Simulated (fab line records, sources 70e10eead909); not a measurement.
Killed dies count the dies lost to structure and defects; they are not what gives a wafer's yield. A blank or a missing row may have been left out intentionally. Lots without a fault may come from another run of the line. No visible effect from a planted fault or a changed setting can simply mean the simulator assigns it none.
8D (eight disciplines) problem report, filled in by code -- flow nand harc -- the parts of the form that need people (team, actions taken, sign-off) are left out

## 1. THE PROBLEM
Mean of killed dies at NHARC_END_SORT_01: 677 across 2 wafers in 2 lots; on wafers with no fault it is 31 (standard deviation 9.7). Relative to the usual mean, that is a shift of +67 standard deviations.
Earliest sighting: wafer L438.1 on prober-02 at day 21 22:49. The record has a number at this step for 5 wafers belonging to 2 lots. Rule for "out" (also "out of limits"): further than 4 standard deviations from the usual mean. The other wafers with a number count as sound.

## 2. WHAT IT IS, AND WHAT IT ISN'T
question,is,is not
which readings at this step,"killed dies, killed at array","killed at other, killed at periphery, killed open, killed short"
which lots,"L438, L441",-
which wafers of those lots,"L438.1, L441.5","L438.2, L438.4, L441.6"
read on which gauges,prober-02,-
when,from day 21 22:49,"up to then (0 sound wafers); but 3 sound wafers of L438, L441 came after"

## 3. WHAT RULES OUT EACH SUSPECT
Counting: a tool at a process step up to the reading stays a suspect if it ran every lot that is out. Sound lots after the first of them don't rule it out here, since some wafers of a struck lot are sound.
- the gauge at NHARC_END_SORT_01: kept. All the wafers that are out were read on prober-02, and no step on other tools shows them out.
- har cap etch-01 at NHARC_A_CONTACT_ETCH_134 (etches the open film in C4F8/O2/Ar, time 140 s, target depth 700 nm): kept. It ran every lot that is out, first L438 (day 19 20:34).
- har cap etch-01 at NHARC_A_CONTACT_ETCH_138 (etches the open film in C4F8/O2/Ar, time 132 s, target depth 1289 nm): kept. It ran every lot that is out, first L438 (day 19 21:08).
- rie diel-04 at NHARC_A_BLC_ETCH_18 (etches the open film in C4F8/O2/Ar, target depth 910 nm): kept. It ran every lot that is out, first L438 (day 20 02:14).
Left after counting: har cap etch-01 at NHARC_A_CONTACT_ETCH_134, har cap etch-01 at NHARC_A_CONTACT_ETCH_138, rie diel-04 at NHARC_A_BLC_ETCH_18, prober-02 at NHARC_END_SORT_01.

## 4. THE CAUSE (what the simulator had put in)
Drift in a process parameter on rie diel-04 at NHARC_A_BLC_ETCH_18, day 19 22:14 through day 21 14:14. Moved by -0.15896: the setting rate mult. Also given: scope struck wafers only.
4 suspects survive the count, and this tool is in that group.

## 5. THE CHAIN OF EFFECTS, in route order
One row per reading whose mean, taken over the struck wafers that have a number, lies over 3 standard deviations from the usual. Readings are gone through only where the record gives a usual standard deviation; hours: the median, over the lots, of the time from a lot's start at the first step in this table giving one to that lot's start at this step; sigmas: the change measured in usual standard deviations.
hours,step,reading,usual,on struck wafers,change,sigmas
0,NHARC_A_BLC_ETCH_18,oes product au,0.949 a.u.,0.865,-0.084,-4.0
50,NHARC_END_SORT_01,killed at array,27,675,+648,+65
50,NHARC_END_SORT_01,killed dies,31,677,+646,+67
Here are the process steps it includes:
- NHARC_A_BLC_ETCH_18: etches the open film in C4F8/O2/Ar, target depth 910 nm.

## 6. WHAT WOULD HAVE CAUGHT IT SOONER
49 hours passed between the start of the fault at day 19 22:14 and the first reading out of limits at a measuring or inspecting step in this record, taken at day 21 22:49.
An alarm limit of 4 standard deviations would not have fired on the tool readings at NHARC_A_BLC_ETCH_18 for which the record gives a usual standard deviation, since none of them was out on any struck wafer.
By day 21 22:49, every lot that is out (2) had started NHARC_A_BLC_ETCH_18 on rie diel-04. A hold on the tool at that time would have spared none of them.
